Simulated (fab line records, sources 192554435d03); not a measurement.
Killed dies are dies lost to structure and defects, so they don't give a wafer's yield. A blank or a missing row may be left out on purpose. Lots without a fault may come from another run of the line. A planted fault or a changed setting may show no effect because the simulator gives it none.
A struck lot beside a sound one | flow n5_finfet | 20 steps out of a route of 1938
Sound: wafers L863.3, L863.5, L863.6. Struck: wafers L873.2, L873.6. (L873.4 of the same lot was not struck and is left out.) The cause comes at the end.
At each step with rows: each side's tool, then ch and its chambers, then its first start. Under that, the readings that differ: sound wafers | struck wafers | difference of the means | sigmas: that difference in standard deviations of wafers without a fault.
alike: readings whose means differ by less than 2 such deviations, and words and numbers that are the same on both sides. not compared: withheld readings, readings that some wafer has no value for, bounds like >300 that may hide the same value, and numbers for which the record gives no deviation and whose values overlap.
The two part at a step that has a row with sigmas, a row that says differs or no value, or rows on one side only. Numbers that don't overlap but have no deviation are shown without sigmas and don't part them. A reading that every wafer of one side lacks parts them only if that side has two wafers or more.

first, 1 step without rows for these wafers: N5_BEOL_M10_TRENCH_ETCH_37 (etches SiCOH lowk in C4F6/O2, target depth 148.83 nm, time 48 s).
N5_BEOL_M10_ETCH_41: etches SiCN in CH3F/O2, target depth 42.6 nm, time 86 s.
  sound on rie_diel-04 ch 2,3; struck on rie_diel-04 ch 0
  reading                | sound             | struck      | difference | sigmas
  oes_product_au (a.u.)  | 0.96 0.97 0.71    | 0.71 0.69   | -0.18      | -2
  throttle_valve_pct (%) | 15.86 15.86 16.40 | 16.64 16.63 | +0.59      | +2
  alike: drypump_motor_current_A, rf_vpp_V, showerhead_plenum_p_Torr
  not compared: rf_hours_counter_h
then, 1 step without rows for these wafers: N5_BEOL_M10_STRIP_77 (strips in N2/H2, time 10 s).
N5_BEOL_M10_OCD_MEAS_38:
  sound on ocd-02, day 11 07:14; struck on ocd-02, day 13 20:24
  alike: trench_depth_nm
then, 4 steps without rows for these wafers: N5_BEOL_M10_HM_STRIP_39 (strips TiN in peroxide tin strip, target depth 25 nm, time 158 s); N5_BEOL_M10_SRD_40 (time 30 s); N5_BEOL_M10_PRECLEAN_42 (cleans in residue remover, time 60 s); N5_BEOL_M10_SRD_43 (time 30 s).
N5_BEOL_M10_CD_MEAS_35: target cd 70 nm.
  sound on cd_sem-03, day 11 07:23; struck on cd_sem-03, day 13 20:34
  alike: cd_nm
N5_BEOL_M10_CURE_72: cures SiCOH lowk, time 120 s.
  sound on uv_cure-03 ch 2, day 11 07:32; struck on uv_cure-03 ch 2, day 13 20:42
  alike: lamp_power_pct, wafer_temp_C_max
N5_BEOL_M10_DEGAS_44: time 60 s.
  sound on pvd_sputter-03, day 11 07:53; struck on pvd_sputter-01, day 13 23:01
  alike: heater_power_w
N5_BEOL_M10_PRE_CLEAN_45: time 30 s.
  sound on pvd_sputter-03, day 11 07:55; struck on pvd_sputter-01, day 13 23:03
  alike: heater_power_w
N5_BEOL_M10_ALD_74: deposits TaN, target thk 2 nm, pulse time 2 s, purge time 3 s.
  sound on ald_metal-01 ch 1,2, day 11 08:13; struck on ald_metal-01 ch 2,3, day 13 23:17
  reading                                  | sound    | struck  | difference | sigmas
  ald_cycles                               | 40 40 40 | 63 63   | +23        |
  model.TaN_of_BEOL_M10_ALD_74.thk_nm (nm) | 2 2 2    | 3.2 3.2 | +1.2       |
  alike: heater_power_w, precursor_vessel_temp_c
then, 4 steps without rows for these wafers: N5_BEOL_M10_SURFACE_TREAT_76; N5_BEOL_M10_CVD_75 (deposits Co from CCTBA/H2, target thk 2 nm, time 138.9 s); N5_BEOL_M10_SPUTTER_48 (material Cu, target thk 12 nm, time 2 s); N5_BEOL_M10_ECD_50 (material Cu, target thk 318 nm).
N5_BEOL_M10_ANNEAL_51: time 90 s.
  sound on rtp_anneal-01 ch 0, day 11 10:30; struck on rtp_anneal-01 ch 0, day 14 00:25
  alike: wafer_temp_C_max
N5_BEOL_M10_CMP_52: polishes, stops on SiCOH lowk, t overpolish 7 s, target thk 140 nm.
  sound on cmp-03 ch 0,2,3, day 11 10:49; struck on cmp-01 ch 0, day 14 00:54
  alike: barrier_field_endpoint_s, clearing_platen_down_force_psi, head_pressure_psi, motor_current_A, retaining_ring_pressure_frac, slurry_filter_dp_kPa, slurry_flow_ml_min
N5_BEOL_M10_THK_MEAS_53: measures by xrf.
  sound on film_metro-02, day 11 11:00; struck on film_metro-01, day 14 01:12
  reading      | sound       | struck  | difference | sigmas
  M10_THK (nm) | 147 147 143 | 138 139 | -7         | -2

WHERE THEY PART
First at N5_BEOL_M10_ETCH_41; last, within this record, at N5_BEOL_M10_THK_MEAS_53.

WHY: what the simulator had put in
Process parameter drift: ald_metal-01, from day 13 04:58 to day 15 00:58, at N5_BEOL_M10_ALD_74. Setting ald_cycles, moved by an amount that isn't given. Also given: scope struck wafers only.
